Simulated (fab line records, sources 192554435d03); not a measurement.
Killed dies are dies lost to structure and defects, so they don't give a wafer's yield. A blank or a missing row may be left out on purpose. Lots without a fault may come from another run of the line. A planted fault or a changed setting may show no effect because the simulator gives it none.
Which tool did it? | flow n5_finfet | 14 lots, 36 wafers sampled, at 6 steps of a route of 1938

WHAT THE GAUGES READ, wafer by wafer
N5_BEOL_M5_INSPECT_58: inspects for defects (darkfield).
lot  | measured     | on                | raw_defect_count
L614 | day 8 20:50  | defect_inspect-02 | 60 47
L616 | day 9 21:50  | defect_inspect-01 | 58 49 61
L617 | day 9 23:26  | defect_inspect-01 | 77 74 80
L618 | day 10 03:46 | defect_inspect-02 | 101 66 47
L619 | day 10 06:44 | defect_inspect-02 | 68 66 56
L621 | day 11 07:14 | defect_inspect-02 | 39 54 78
L623 | day 11 10:03 | defect_inspect-02 | 146 86
L622 | day 11 12:53 | defect_inspect-01 | 41 54 46
L626 | day 11 19:08 | defect_inspect-01 | 36 49 37
L630 | day 13 09:14 | defect_inspect-01 | 99 67
L632 | day 13 23:05 | defect_inspect-01 | 85 78
L633 | day 14 04:19 | defect_inspect-02 | 70 70
L634 | day 14 07:08 | defect_inspect-02 | 51 56
L635 | day 14 11:47 | defect_inspect-02 | 71 66 69

N5_BEOL_M6_CD_MEAS_11: target cd 38.5 nm.
lot  | measured     | on        | cd_nm (nm)
L614 | day 8 22:58  | cd_sem-02 | 38.8 38.4
L616 | day 9 23:20  | cd_sem-02 | 39.0 38.2 39.2
L617 | day 10 01:26 | cd_sem-01 | 34.3 34.0 33.9
L618 | day 10 06:17 | cd_sem-02 | 35.6 35.8 35.5
L619 | day 10 09:29 | cd_sem-01 | 35.1 35.4 35.8
L621 | day 11 10:34 | cd_sem-01 | 36.4 36.7 36.7
L623 | day 11 12:42 | cd_sem-02 | 39.1 39.0
L622 | day 11 15:38 | cd_sem-01 | 39.2 39.3 39.1
L626 | day 11 21:45 | cd_sem-03 | 38.5 38.7 38.6
L630 | day 13 11:56 | cd_sem-02 | 38.7 38.6
L632 | day 14 01:18 | cd_sem-03 | 39.2 38.3
L633 | day 14 05:52 | cd_sem-01 | 37.9 38.4
L634 | day 14 09:31 | cd_sem-03 | 38.9 39.2
L635 | day 14 13:35 | cd_sem-01 | 38.6 39.2 38.6

N5_BEOL_M6_CD_MEAS_18: pitch 80 nm, target cd 40 nm.
lot  | measured     | on        | cd_nm (nm)
L614 | day 8 23:58  | cd_sem-01 | 40.2 40.1
L616 | day 9 23:53  | cd_sem-03 | 39.7 39.7 40.5
L617 | day 10 02:22 | cd_sem-03 | 35.6 35.8 35.6
L618 | day 10 06:50 | cd_sem-03 | 37.2 37.3 37.0
L619 | day 10 10:02 | cd_sem-03 | 36.6 37.2 37.3
L621 | day 11 11:22 | cd_sem-03 | 38.1 38.9 38.2
L623 | day 11 13:22 | cd_sem-03 | 39.9 39.1
L622 | day 11 16:14 | cd_sem-01 | 41.6 40.4 41.4
L626 | day 11 22:22 | cd_sem-01 | 40.4 40.4 39.8
L630 | day 13 13:28 | cd_sem-01 | 41.0 41.2
L632 | day 14 02:00 | cd_sem-02 | 40.8 40.4
L633 | day 14 06:28 | cd_sem-02 | 39.4 40.6
L634 | day 14 10:04 | cd_sem-02 | 39.8 41.1
L635 | day 14 14:08 | cd_sem-02 | 40.4 40.5 41.0

WHICH TOOL RAN EACH LOT (tool, then ch and the chambers of the sampled wafers, then the start)
lot  | N5_BEOL_M5_CO_CAP_78             | N5_BEOL_M6_EXPOSE_08               | N5_BEOL_M6_DESCUM_16
L614 | cvd_co-01 ch 0,2, day 8 20:37    | arfi_scanner-01 ch 0, day 8 22:50  | rie_diel-03 ch 2,3, day 8 23:20
L616 | cvd_co-01 ch 0,2, day 9 21:38    | arfi_scanner-01 ch 0, day 9 23:12  | rie_diel-03 ch 0,1,2, day 9 23:25
L617 | cvd_co-02 ch 0,1, day 9 23:14    | arfi_scanner-01 ch 0, day 10 01:18 | rie_diel-06 ch 0,3, day 10 01:40
L618 | cvd_co-01 ch 1,2, day 10 03:29   | arfi_scanner-01 ch 0, day 10 06:10 | rie_diel-03 ch 0,2,3, day 10 06:23
L619 | cvd_co-01 ch 1,2, day 10 06:32   | arfi_scanner-01 ch 0, day 10 09:22 | rie_diel-06 ch 0,2,3, day 10 09:35
L621 | cvd_co-02 ch 0,1,2, day 11 07:04 | arfi_scanner-01 ch 0, day 11 10:27 | rie_diel-06 ch 0,3, day 11 10:55
L623 | cvd_co-01 ch 0, day 11 09:50     | arfi_scanner-03 ch 0, day 11 12:35 | rie_diel-06 ch 1, day 11 12:47
L622 | cvd_co-01 ch 0,1,2, day 11 12:41 | arfi_scanner-03 ch 0, day 11 15:31 | rie_diel-06 ch 1,3, day 11 15:43
L626 | cvd_co-02 ch 0,1,2, day 11 18:55 | arfi_scanner-02 ch 0, day 11 21:37 | rie_diel-03 ch 0,2,3, day 11 21:50
L630 | cvd_co-02 ch 1, day 13 09:01     | arfi_scanner-02 ch 0, day 13 11:49 | rie_diel-02 ch 0,3, day 13 12:53
L632 | cvd_co-01 ch 0,2, day 13 22:52   | arfi_scanner-03 ch 0, day 14 01:11 | rie_diel-06 ch 0,2, day 14 01:24
L633 | cvd_co-02 ch 0,1, day 14 04:08   | arfi_scanner-03 ch 0, day 14 05:45 | rie_diel-03 ch 0,1, day 14 06:00
L634 | cvd_co-02 ch 0,1, day 14 06:55   | arfi_scanner-03 ch 0, day 14 09:24 | rie_diel-03 ch 3, day 14 09:36
L635 | cvd_co-02 ch 0,1,2, day 14 11:34 | arfi_scanner-03 ch 0, day 14 13:28 | rie_diel-02 ch 0,1,3, day 14 13:41
- N5_BEOL_M5_CO_CAP_78: material Co, precursor CCTBA/H2, target thk 2 nm, time 102.1 s.
- N5_BEOL_M6_EXPOSE_08: exposes mask M6.
- N5_BEOL_M6_DESCUM_16: chemistry O2, time 7.9 s.

WHAT THE TOOLS THEMSELVES READ (means of the sampled wafers that have a number; where no wafer has one, the mark that the record gives instead)
N5_BEOL_M5_CO_CAP_78.
lot  | tool      | heater_power_w (W)
L614 | cvd_co-01 | 226
L616 | cvd_co-01 | 214
L617 | cvd_co-02 | 239
L618 | cvd_co-01 | 200
L619 | cvd_co-01 | 202
L621 | cvd_co-02 | 247
L623 | cvd_co-01 | 248
L622 | cvd_co-01 | 215
L626 | cvd_co-02 | 248
L630 | cvd_co-02 | 230
L632 | cvd_co-01 | 221
L633 | cvd_co-02 | 244
L634 | cvd_co-02 | 244
L635 | cvd_co-02 | 248

N5_BEOL_M6_EXPOSE_08.
lot  | tool            | exposure_dose_mJ_cm2
L614 | arfi_scanner-01 | 68.31
L616 | arfi_scanner-01 | 68.26
L617 | arfi_scanner-01 | 62.35
L618 | arfi_scanner-01 | 63.53
L619 | arfi_scanner-01 | 64.38
L621 | arfi_scanner-01 | 65.07
L623 | arfi_scanner-03 | 68.21
L622 | arfi_scanner-03 | 68.15
L626 | arfi_scanner-02 | 68.17
L630 | arfi_scanner-02 | 68.13
L632 | arfi_scanner-03 | 68.18
L633 | arfi_scanner-03 | 68.12
L634 | arfi_scanner-03 | 68.24
L635 | arfi_scanner-03 | 68.14

N5_BEOL_M6_DESCUM_16.
lot  | tool        | drypump_motor_current_A (A) | oes_product_au (a.u.) | rf_vpp_V (V) | showerhead_plenum_p_Torr (Torr) | throttle_valve_pct (%)
L614 | rie_diel-03 | 5.5                         | 0.85                  | 244.2        | 2.17                            | 20.45
L616 | rie_diel-03 | 5.8                         | 0.87                  | 244.6        | 2.18                            | 20.55
L617 | rie_diel-06 | 6.0                         | 0.83                  | 245.6        | 2.21                            | 20.11
L618 | rie_diel-03 | 5.8                         | 0.84                  | 244.5        | 2.14                            | 20.53
L619 | rie_diel-06 | 5.7                         | 0.84                  | 244.3        | 2.18                            | 20.07
L621 | rie_diel-06 | 6.0                         | 0.82                  | 245.8        | 2.21                            | 20.14
L623 | rie_diel-06 | 6.1                         | 0.76                  | 242.1        | 2.03                            | 20.54
L622 | rie_diel-06 | 5.9                         | 0.80                  | 244.2        | 2.13                            | 20.25
L626 | rie_diel-03 | 5.8                         | 0.82                  | 244.1        | 2.14                            | 20.54
L630 | rie_diel-02 | 5.7                         | 0.81                  | 242.6        | 2.06                            | 20.42
L632 | rie_diel-06 | 5.7                         | 0.80                  | 244.2        | 2.17                            | 20.10
L633 | rie_diel-03 | 5.9                         | 0.81                  | 245.3        | 2.16                            | 20.58
L634 | rie_diel-03 | 5.6                         | 0.79                  | 244.7        | 2.12                            | 20.38
L635 | rie_diel-02 | 5.7                         | 0.83                  | 242.6        | 2.08                            | 20.27

THE ANSWER, worked out from the rows above alone
Rule: what is usual is taken from the lots themselves. Put in order of their means at a reading, lots are off if they are a third of the lots or fewer, leave a main group of 4 or more, and stand apart from it by a gap of 3 or more times the standard deviation of the main group's means; of several such gaps the widest counts. A main group whose means are all the same, to the digits that the tables above print for the reading, isn't used. A lot without any number at a reading at which 4 lots or more have one is off too. The other lots that the step has rows for count as sound. The gauges are gone through in route order, then the tools' own readings, and for those a lot's mean is taken as printed above. The first step at which some lot is off is used, and at that step the reading that is off furthest; a lot without a number counts as furthest.
Off: L617, L618, L619, L621, at N5_BEOL_M6_CD_MEAS_11 (cd_nm). The main group: mean 38.8 nm, standard deviation 0.28.
A tool fits if, at a process step before that reading, it ran every lot that is off, and no sound lot after the first of them. The gauges at N5_BEOL_M6_CD_MEAS_11 aren't tried: what is off there is off at N5_BEOL_M6_EXPOSE_08 too, on other tools, and a gauge's error can't cause that. One fits: arfi_scanner-01 at N5_BEOL_M6_EXPOSE_08. Its last sound lot is L616 (day 9 23:12), its first lot that is off L617 (day 10 01:18): a fault that began between those two fits.
The tool's own readings at N5_BEOL_M6_EXPOSE_08 bear it out: on the lots that are off they differ by more than 5 times the standard deviation of the sound lots' means. exposure_dose_mJ_cm2 reads 63.83 there against 68.19 on the sound lots.

WHAT THE SIMULATOR HAD PUT IN
Process parameter drift: arfi_scanner-01, from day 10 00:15 on, at N5_BEOL_M6_EXPOSE_08. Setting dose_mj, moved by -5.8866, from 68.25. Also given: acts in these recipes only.
Lots struck among those shown: L617, L618, L619, L621. The rule above found the same.
